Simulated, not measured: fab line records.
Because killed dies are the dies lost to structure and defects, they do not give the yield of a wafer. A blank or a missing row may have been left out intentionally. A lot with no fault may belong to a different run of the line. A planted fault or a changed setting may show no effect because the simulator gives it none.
fab line records	flow n5-finfet	part 1 of 2: steps 1 to 16 of 28
record lots=5	wafers=15	last-day=17
route steps=1938 shown BEOL_M6@1224
lots that met no fault: taken from a fault-free run of the same line
start-h: hours from the record's first day to the start of the lot's first wafer shown	wait-h: time in hours since the lot's previous step	" the same as in the row above	L1.1+2: several wafers, shown together as one row	- either no value or no given start	* or withheld: withheld	< > ~ a bound
route shown NAME@n: names a module that has steps shown in the file, with the first one's number in the route	usual: mean and standard deviation over wafers with no fault	same: alike in all rows	chamber/n: place in a boat	sites: the reading at each site	_std_site: the standard deviation of these	_edge_site: outer sites' mean less inner sites'	radius-mm: how far each site lies from the wafer's centre	mask NAME#n: copy n	behind: tool/chamber where the wafer was last shaped	hold: cause of the lot's hold/its duration in hours/its outcome	device: names the non-switching transistor (n, p or np)	end of line: the route-end tests of the same wafers	a step without rows: its recipe alone	killed: at the first sort, the dies lost to defects and structure; wafer yield is something else	map: dies across one wafer; x = killed, . = not, _ = none there
set.NAME: the setting as run; set.NAME@STEP: as run at that earlier step	model.NAME: the simulator's own value behind a step, which no gauge read
lots seen at some steps along the route; tables by step, rows by wafer
services: a tool's chamber out of use, with start hour (start-h, from the record's first day; less than 0 if before it), hours out, and reason
## steps
# step N5_BEOL_M6_EXPOSE_25
# recipe mask-id=V5	na=0.33	source-shape=annular	sigma-inner=0.4	sigma-outer=0.8	polarization=unpolarized	target-cd-nm=40	dose-mj=45
# usual exposure-dose-mJ-cm2=44.98/0.045	focus-offset-nm=0.1/0.56
# same sigma-outer=0.8
lot.wafer	tool	chamber	start-h	wait-h	mask	exposure-dose-mJ-cm2	focus-offset-nm
L078.2	euv-scanner-02	0	195.23	-	V5#0	45.03	0.2
L078.4	"	0	"	"	V5#0	44.97	-0.5
L078.6	"	0	"	"	V5#0	45.06	-0.8
L087.1	euv-scanner-01	0	263.97	-	V5#0	44.90	0.6
L087.2	"	0	"	"	V5#0	44.93	0.6
L087.5	"	0	"	"	V5#0	44.95	0.6
L090.1	euv-scanner-02	0	288.00	-	V5#0	44.99	0.6
L090.2	"	0	"	"	V5#0	45.02	-0.3
L090.5	"	0	"	"	V5#0	45.03	-0.5
L092.1	euv-scanner-01	0	292.01	-	V5#0	44.96	0.7
L092.3	"	0	"	"	V5#0	44.96	-0.1
L092.5	"	0	"	"	V5#0	44.95	0.6
L096.1	euv-scanner-02	0	315.73	-	V5#0	44.96	0.3
L096.5	"	0	"	"	V5#0	45.02	0.2
L096.6	"	0	"	"	V5#0	45.00	1.1
# step N5_BEOL_M6_PEB_26
# recipe peb-temp-c=100	peb-time-s=60	resist=CAR-EUV
lot.wafer	tool	chamber	start-h	wait-h
L078.2+4+6	litho-track-01	0	195.29	0.1
L087.1+2+5	litho-track-05	0	264.03	0.1
L090.1+2+5	litho-track-03	0	288.07	0.1
L092.1+3+5	litho-track-01	0	292.07	0.1
L096.1+5+6	litho-track-01	0	315.80	0.1
# step N5_BEOL_M6_DEVELOP_27
# recipe develop-time-s=30	developer=TMAH	resist=CAR-EUV	rinse-liquid=surfactant-rinse	dry=air-spin	dev-temp-c=23
lot.wafer	tool	chamber	start-h	wait-h
L078.2+4+6	litho-track-01	0	-	-
L087.1+2+5	litho-track-05	0	-	-
L090.1+2+5	litho-track-03	0	-	-
L092.1+3+5	litho-track-01	0	-	-
L096.1+5+6	litho-track-01	0	-	-
# step N5_BEOL_M6_CD_MEAS_28
# recipe target-cd-nm=40	landing-energy-ev=500	detector=se-inlens
# usual cd-nm=40.04/0.23
lot.wafer	tool	chamber	start-h	wait-h	cd-nm
L078.2	cd-sem-02	0	195.35	-	39.96
L078.4	"	0	"	"	39.84
L078.6	"	0	"	"	40.06
L087.1	cd-sem-01	0	264.10	-	40.00
L087.2	"	0	"	"	40.34
L087.5	"	0	"	"	40.05
L090.1	cd-sem-01	0	288.13	-	39.99
L090.2	"	0	"	"	39.86
L090.5	"	0	"	"	39.71
L092.1	cd-sem-02	0	292.14	-	40.37
L092.3	"	0	"	"	40.53
L092.5	"	0	"	"	40.23
L096.1	cd-sem-02	0	315.86	-	39.90
L096.5	"	0	"	"	39.99
L096.6	"	0	"	"	40.23
# step N5_BEOL_M6_OVL_MEAS_29
# recipe points-per-wafer=522
# usual V5_OVL=0.1/0.85
lot.wafer	tool	chamber	start-h	wait-h	V5_OVL[nm]
L078.2	overlay-01	0	195.39	0.0	0.0
L078.4	"	0	"	"	0.4
L078.6	"	0	"	"	-0.2
L087.1	overlay-02	0	264.13	0.0	0.6
L087.2	"	0	"	"	1.5
L087.5	"	0	"	"	1.6
L090.1	overlay-02	0	288.17	0.0	0.5
L090.2	"	0	"	"	0.0
L090.5	"	0	"	"	-0.4
L092.1	overlay-01	0	292.17	0.0	0.3
L092.3	"	0	"	"	-0.1
L092.5	"	0	"	"	0.2
L096.1	overlay-02	0	315.89	0.0	1.4
L096.5	"	0	"	"	1.0
L096.6	"	0	"	"	-0.2
# step N5_BEOL_M6_INSPECT_30
# recipe mode=adi	inspect-instrument=brightfield
# usual raw-defect-count=427/100
lot.wafer	tool	chamber	start-h	wait-h	raw-defect-count
L078.2	defect-inspect-01	-	195.44	0.0	347
L078.4	"	-	"	"	320
L078.6	"	-	"	"	332
L087.1	defect-inspect-02	-	264.19	0.1	558
L087.2	"	-	"	"	382
L087.5	"	-	"	"	483
L090.1	defect-inspect-02	-	288.22	0.1	538
L090.2	"	-	"	"	630
L090.5	"	-	"	"	756
L092.1	defect-inspect-01	-	292.23	0.1	357
L092.3	"	-	"	"	419
L092.5	"	-	"	"	586
L096.1	defect-inspect-02	-	315.95	0.1	498
L096.5	"	-	"	"	543
L096.6	"	-	"	"	563
# step N5_BEOL_M6_DESCUM_33
# recipe chemistry=O2	time-s=7	source-power-w=50	bias-power-w=20	pressure-mtorr=20	rf-frequency-hz=2.712e+07	temp-c=40	resist=CAR-EUV	o2-flow-sccm=225
# usual drypump-motor-current-A=5.8/0.46	oes-product-au=0.85/0.079	rf-vpp-V=243.3/1.2	showerhead-plenum-p-Torr=2.10/0.059	throttle-valve-pct=20.35/0.21
lot.wafer	tool	chamber	start-h	wait-h	drypump-motor-current-A	oes-product-au	rf-hours-counter-h	rf-vpp-V	showerhead-plenum-p-Torr	throttle-valve-pct
L078.2	rie-diel-06	3	195.48	0.0	5.7	0.74	184	242.0	2.07	20.76
L078.4	"	0	"	"	5.1	0.78	-	243.9	2.16	20.29
L078.6	"	3	"	"	5.7	0.75	-	243.8	2.07	20.74
L087.1	rie-diel-01	3	264.58	0.4	5.5	1.01	0	243.3	2.06	20.27
L087.2	"	1	"	"	6.4	0.81	103	241.8	2.10	20.01
L087.5	"	0	"	"	6.7	0.88	-	244.0	2.15	20.31
L090.1	rie-diel-06	2	288.40	0.2	5.5	0.90	28	244.0	2.13	20.27
L090.2	"	0	"	"	5.1	0.75	175	243.2	2.15	20.35
L090.5	"	3	"	"	5.7	0.72	-	242.3	2.06	20.81
L092.1	rie-diel-03	3	292.97	0.7	5.7	0.87	46	241.4	2.04	20.07
L092.3	"	2	"	"	5.3	0.84	69	244.4	2.11	20.42
L092.5	"	0	"	"	5.8	0.87	-	245.3	2.13	20.55
L096.1	rie-diel-03	0	315.99	0.0	5.9	0.86	63	242.9	2.12	20.57
L096.5	"	1	"	"	6.0	0.80	-	242.1	2.02	20.47
L096.6	"	2	"	"	5.3	0.83	-	243.9	2.11	20.46
# step N5_BEOL_M6_ETCH_72
# recipe chemistry=N2/H2	target=underlayer	target-depth-a=65	mask-material=CAR-EUV	time-s=5.2	ion-energy-ev=200	pressure-mtorr=30	source-w=840	bias-w=150	n2-flow-sccm=200	h2-flow-sccm=200	ends=cleared
# usual bias-w=150.0/0.44	drypump-motor-current-A=5.8/0.46	etch-rf-on-time-s=5.12/0.12	oes-product-au=0.73/0.067	rf-vpp-V=524.2/2.4	showerhead-plenum-p-Torr=2.56/0.068	throttle-valve-pct=17.83/0.26
lot.wafer	tool	chamber	start-h	wait-h	bias-w	drypump-motor-current-A	etch-rf-on-time-s	oes-product-au	rf-hours-counter-h	rf-vpp-V	showerhead-plenum-p-Torr	throttle-valve-pct
L078.2	rie-diel-06	3	195.51	0.0	149.9	5.7	4.89	0.66	184	524.2	2.54	18.39
L078.4	"	0	"	"	150.2	5.2	5.27	0.66	-	526.9	2.66	18.00
L078.6	"	3	"	"	149.4	5.7	4.95	0.64	-	522.1	2.54	18.37
L087.1	rie-diel-01	3	264.61	0.0	149.4	5.4	5.07	0.85	0	521.6	2.50	17.76
L087.2	"	1	"	"	150.5	6.4	5.15	0.70	103	523.3	2.55	17.49
L087.5	"	0	"	"	150.4	6.7	5.12	0.76	-	524.2	2.61	17.64
L090.1	rie-diel-06	2	288.43	0.0	149.7	5.6	5.13	0.78	28	526.1	2.60	17.86
L090.2	"	0	"	"	148.9	5.1	5.26	0.64	175	527.8	2.65	18.08
L090.5	"	3	"	"	150.2	5.7	4.97	0.63	-	524.8	2.52	18.42
L092.1	rie-diel-03	3	293.00	0.0	150.0	5.8	4.91	0.76	46	523.4	2.48	17.56
L092.3	"	2	"	"	149.3	5.4	5.35	0.69	69	524.9	2.58	17.96
L092.5	"	0	"	"	149.2	5.9	5.26	0.74	-	526.4	2.57	17.95
L096.1	rie-diel-03	0	316.02	0.0	150.2	5.9	5.25	0.72	63	526.0	2.57	17.97
L096.5	"	1	"	"	150.5	6.0	5.14	0.69	-	520.6	2.46	17.89
L096.6	"	2	"	"	150.4	5.3	5.36	0.70	-	526.2	2.58	17.95
# step N5_BEOL_M6_ETCH_65
# recipe chemistry=CF4	target=SiARC	target-depth-a=156	mask-material=CAR-EUV	time-s=26	ion-energy-ev=80	pressure-mtorr=40	source-w=545	bias-w=36	Ar_flow_sccm=100	cf4-flow-sccm=100	ends=cleared
# usual bias-w=35.98/0.11	drypump-motor-current-A=5.8/0.45	etch-rf-on-time-s=25.6/0.67	oes-product-au=0.73/0.067	rf-vpp-V=184.3/1	showerhead-plenum-p-Torr=2.15/0.052	throttle-valve-pct=15.54/0.23
lot.wafer	tool	chamber	start-h	wait-h	bias-w	drypump-motor-current-A	etch-rf-on-time-s	oes-product-au	rf-hours-counter-h	rf-vpp-V	showerhead-plenum-p-Torr	throttle-valve-pct
L078.2	rie-diel-06	3	195.53	0.0	35.93	5.7	24.8	0.65	184	184.6	2.13	16.02
L078.4	"	0	"	"	35.92	5.2	26.5	0.67	-	186.0	2.23	15.66
L078.6	"	3	"	"	36.01	5.7	24.6	0.65	-	183.8	2.13	16.02
L087.1	rie-diel-01	3	264.63	0.0	36.08	5.5	25.0	0.86	0	183.3	2.11	15.33
L087.2	"	1	"	"	36.06	6.4	25.7	0.71	103	185.7	2.15	15.29
L087.5	"	0	"	"	35.85	6.7	25.3	0.76	-	184.6	2.18	15.44
L090.1	rie-diel-06	2	288.45	0.0	35.99	5.6	25.9	0.78	28	182.9	2.19	15.47
L090.2	"	0	"	"	35.94	5.2	26.1	0.65	175	185.2	2.22	15.71
L090.5	"	3	"	"	36.07	5.7	24.5	0.63	-	183.3	2.12	16.09
L092.1	rie-diel-03	3	293.02	0.0	35.80	5.7	24.5	0.77	46	183.4	2.09	15.26
L092.3	"	2	"	"	35.85	5.3	26.5	0.71	69	184.2	2.16	15.59
L092.5	"	0	"	"	35.99	5.9	26.3	0.73	-	185.1	2.18	15.72
L096.1	rie-diel-03	0	316.04	0.0	36.11	5.8	26.2	0.72	63	183.4	2.17	15.73
L096.5	"	1	"	"	36.00	6.0	25.9	0.69	-	183.1	2.08	15.62
L096.6	"	2	"	"	35.95	5.3	26.7	0.70	-	185.1	2.16	15.63
# step N5_BEOL_M6_ETCH_66
# recipe chemistry=N2/H2	target=SOC	target-depth-a=800	overetch-a=160	mask-material=SiARC	temp-c=40	time-s=120	ion-energy-ev=200	pressure-mtorr=30	source-w=840	bias-w=150	n2-flow-sccm=200	h2-flow-sccm=200
# usual bias-w=150.0/0.45	drypump-motor-current-A=5.8/0.46	oes-product-au=0.65/0.056	rf-vpp-V=524.3/2.1	showerhead-plenum-p-Torr=2.56/0.068	throttle-valve-pct=17.79/0.26
lot.wafer	tool	chamber	start-h	wait-h	bias-w	drypump-motor-current-A	oes-product-au	rf-hours-counter-h	rf-vpp-V	showerhead-plenum-p-Torr	throttle-valve-pct
L078.2	rie-diel-06	3	195.56	0.0	150.5	5.7	0.57	184	522.9	2.54	18.33
L078.4	"	0	"	"	149.5	5.2	0.61	-	526.8	2.66	17.98
L078.6	"	3	"	"	150.2	5.7	0.58	-	521.5	2.54	18.34
L087.1	rie-diel-01	3	264.66	0.0	149.8	5.5	0.75	0	524.9	2.50	17.70
L087.2	"	1	"	"	151.0	6.5	0.63	103	524.9	2.55	17.40
L087.5	"	0	"	"	150.0	6.7	0.67	-	525.9	2.61	17.65
L090.1	rie-diel-06	2	288.48	0.0	150.9	5.6	0.70	28	525.2	2.60	17.80
L090.2	"	0	"	"	150.2	5.2	0.58	175	527.5	2.65	18.03
L090.5	"	3	"	"	149.7	5.7	0.55	-	523.5	2.52	18.40
L092.1	rie-diel-03	3	293.05	0.0	149.9	5.7	0.67	46	522.1	2.48	17.53
L092.3	"	2	"	"	150.2	5.3	0.64	69	524.0	2.58	17.89
L092.5	"	0	"	"	149.8	5.9	0.66	-	525.1	2.57	17.91
L096.1	rie-diel-03	0	316.07	0.0	149.3	5.9	0.65	63	523.9	2.57	17.94
L096.5	"	1	"	"	150.4	6.0	0.61	-	519.7	2.46	17.84
L096.6	"	2	"	"	149.7	5.4	0.63	-	525.7	2.58	17.91
# step N5_BEOL_M6_STRIP_69
# recipe chemistry=N2/H2	temp-c=40	n2-flow-sccm=200	h2-flow-sccm=200	rf-frequency-hz=6e+07
lot.wafer	tool	chamber	start-h	wait-h
L078.2+4+6	rie-diel-06	3,0,3	195.64	0.0
L087.1+2+5	rie-diel-01	3,1,0	264.74	0.0
L090.1+2+5	rie-diel-06	2,0,3	288.56	0.0
L092.1+3+5	rie-diel-03	3,2,0	293.13	0.0
L096.1+5+6	rie-diel-03	0,1,2	316.15	0.0
# step N5_BEOL_M6_STRIP_73
# recipe chemistry=N2/H2	temp-c=40	n2-flow-sccm=200	h2-flow-sccm=200	rf-frequency-hz=6e+07
lot.wafer	tool	chamber	start-h	wait-h
L078.2+4+6	rie-diel-06	3,0,3	195.65	0.0
L087.1+2+5	rie-diel-01	3,1,0	264.75	0.0
L090.1+2+5	rie-diel-06	2,0,3	288.57	0.0
L092.1+3+5	rie-diel-03	3,2,0	293.14	0.0
L096.1+5+6	rie-diel-03	0,1,2	316.16	0.0
# step N5_BEOL_M6_VIA_ETCH_34
# recipe chemistry=C4F6/O2	target=SiCOH_lowk	target-depth-a=1263	mask-material=SOC	taper-deg=4	time-s=50.9	ion-energy-ev=250	pressure-mtorr=30	source-w=345	bias-w=185	Ar_flow_sccm=300	C4F6_flow_sccm=10	O2_flow_sccm=10
# usual O2_flow_sccm=10.00/0.031	bias-w=185.0/0.56	drypump-motor-current-A=5.8/0.45	oes-product-au=0.85/0.077	rf-vpp-V=660/11	showerhead-plenum-p-Torr=2.87/0.076	throttle-valve-pct=20.87/0.22
lot.wafer	tool	chamber	start-h	wait-h	O2_flow_sccm	bias-w	drypump-motor-current-A	oes-product-au	rf-hours-counter-h	rf-vpp-V	showerhead-plenum-p-Torr	throttle-valve-pct
L078.2	rie-diel-06	3	195.66	0.0	9.99	184.7	5.7	0.75	184	652	2.81	21.23
L078.4	"	0	"	"	9.97	185.1	5.1	0.78	-	681	2.98	21.02
L078.6	"	3	"	"	9.96	185.2	5.7	0.75	-	655	2.81	21.22
L087.1	rie-diel-01	3	264.76	0.0	9.95	184.2	5.5	1.00	0	660	2.80	20.72
L087.2	"	1	"	"	10.01	185.9	6.4	0.82	103	668	2.87	20.60
L087.5	"	0	"	"	9.98	185.6	6.7	0.88	-	654	2.90	20.71
L090.1	rie-diel-06	2	288.58	0.0	9.97	185.8	5.6	0.92	28	670	2.91	20.84
L090.2	"	0	"	"	10.02	184.5	5.2	0.75	175	681	2.97	21.07
L090.5	"	3	"	"	9.98	184.6	5.7	0.73	-	652	2.80	21.26
L092.1	rie-diel-03	3	293.15	0.0	10.04	185.3	5.8	0.89	46	648	2.76	20.47
L092.3	"	2	"	"	10.04	185.2	5.3	0.82	69	658	2.88	20.97
L092.5	"	0	"	"	9.98	184.3	5.9	0.85	-	673	2.88	20.99
L096.1	rie-diel-03	0	316.17	0.0	9.98	184.5	5.9	0.85	63	672	2.88	21.04
L096.5	"	1	"	"	10.06	184.4	6.0	0.80	-	654	2.79	21.09
L096.6	"	2	"	"	10.01	185.1	5.3	0.81	-	658	2.88	20.99
# step N5_BEOL_M6_STRIP_76
# recipe chemistry=C4F6/O2	resist=SiARC	rf-frequency-hz=6e+07
lot.wafer	tool	chamber	start-h	wait-h
L078.2+4+6	rie-diel-06	3,0,3	195.70	0.0
L087.1+2+5	rie-diel-01	3,1,0	264.80	0.0
L090.1+2+5	rie-diel-06	2,0,3	288.62	0.0
L092.1+3+5	rie-diel-03	3,2,0	293.19	0.0
L096.1+5+6	rie-diel-03	0,1,2	316.21	0.0
# step N5_BEOL_M6_STRIP_36
# recipe chemistry=N2/H2	power-w=450	temp-c=40	pressure-mtorr=20	rf-frequency-hz=6e+07	overash-fraction=0.3	bias-power-w=7	h2-frac=0.5	n2-flow-sccm=200	h2-flow-sccm=200
# usual drypump-motor-current-A=5.8/0.45	oes-product-au=0.85/0.078	rf-vpp-V=59.2/1.5	showerhead-plenum-p-Torr=2.56/0.068	throttle-valve-pct=23.7/0.31
lot.wafer	tool	chamber	start-h	wait-h	drypump-motor-current-A	oes-product-au	rf-hours-counter-h	rf-vpp-V	showerhead-plenum-p-Torr	throttle-valve-pct
L078.2	rie-diel-06	3	195.71	0.0	5.7	0.75	184	58.7	2.53	24.3
L078.4	"	0	"	"	5.2	0.79	-	57.8	2.66	23.8
L078.6	"	3	"	"	5.7	0.75	-	58.1	2.53	24.3
L087.1	rie-diel-01	3	264.81	0.0	5.5	1.01	0	57.5	2.50	23.7
L087.2	"	1	"	"	6.4	0.81	103	59.7	2.55	23.1
L087.5	"	0	"	"	6.7	0.89	-	58.4	2.60	23.3
L090.1	rie-diel-06	2	288.63	0.0	5.5	0.91	28	55.6	2.60	23.8
L090.2	"	0	"	"	5.2	0.75	175	61.5	2.64	23.9
L090.5	"	3	"	"	5.7	0.72	-	60.4	2.52	24.3
L092.1	rie-diel-03	3	293.20	0.0	5.8	0.88	46	61.9	2.47	23.5
L092.3	"	2	"	"	5.4	0.83	69	60.0	2.58	23.7
L092.5	"	0	"	"	5.9	0.87	-	61.1	2.57	23.8
L096.1	rie-diel-03	0	316.22	0.0	5.9	0.86	63	59.2	2.57	23.8
L096.5	"	1	"	"	6.0	0.80	-	59.5	2.46	23.7
L096.6	"	2	"	"	5.4	0.82	-	61.1	2.57	23.7
# step N5_BEOL_M6_TRENCH_ETCH_37
# recipe chemistry=C4F6/O2	target-depth-a=944.35	target=SiCOH_lowk	time-s=31.5	ion-energy-ev=250	pressure-mtorr=30	source-w=345	bias-w=185	Ar_flow_sccm=300	C4F6_flow_sccm=10	O2_flow_sccm=10
# usual O2_flow_sccm=10.00/0.031	bias-w=185.0/0.48	drypump-motor-current-A=5.8/0.45	oes-product-au=0.85/0.078	rf-vpp-V=660/11	showerhead-plenum-p-Torr=2.87/0.076	throttle-valve-pct=20.90/0.22
lot.wafer	tool	chamber	start-h	wait-h	O2_flow_sccm	bias-w	drypump-motor-current-A	oes-product-au	rf-hours-counter-h	rf-vpp-V	showerhead-plenum-p-Torr	throttle-valve-pct
L078.2	rie-diel-06	3	-	-	10.02	184.7	5.7	0.76	184	654	2.81	21.24
L078.4	"	0	"	"	9.97	185.5	5.1	0.78	-	680	2.98	21.05
L078.6	"	3	"	"	10.05	184.5	5.7	0.76	-	653	2.81	21.24
L087.1	rie-diel-01	3	-	-	10.01	185.1	5.5	1.00	0	659	2.80	20.76
L087.2	"	1	"	"	10.05	184.3	6.4	0.82	103	668	2.87	20.63
L087.5	"	0	"	"	10.02	184.1	6.7	0.88	-	653	2.90	20.77
L090.1	rie-diel-06	2	-	-	9.99	184.7	5.6	0.91	28	670	2.91	20.85
L090.2	"	0	"	"	9.98	184.5	5.2	0.75	175	681	2.97	21.10
L090.5	"	3	"	"	9.99	184.1	5.7	0.73	-	653	2.80	21.29
L092.1	rie-diel-03	3	-	-	10.04	184.7	5.7	0.89	46	649	2.76	20.51
L092.3	"	2	"	"	10.04	184.7	5.3	0.83	69	657	2.88	21.02
L092.5	"	0	"	"	9.99	184.6	5.9	0.86	-	674	2.88	21.04
L096.1	rie-diel-03	0	-	-	9.99	184.9	5.8	0.85	63	673	2.88	21.05
L096.5	"	1	"	"	9.94	185.0	6.0	0.81	-	653	2.79	21.12
L096.6	"	2	"	"	10.00	184.5	5.4	0.82	-	657	2.88	21.01
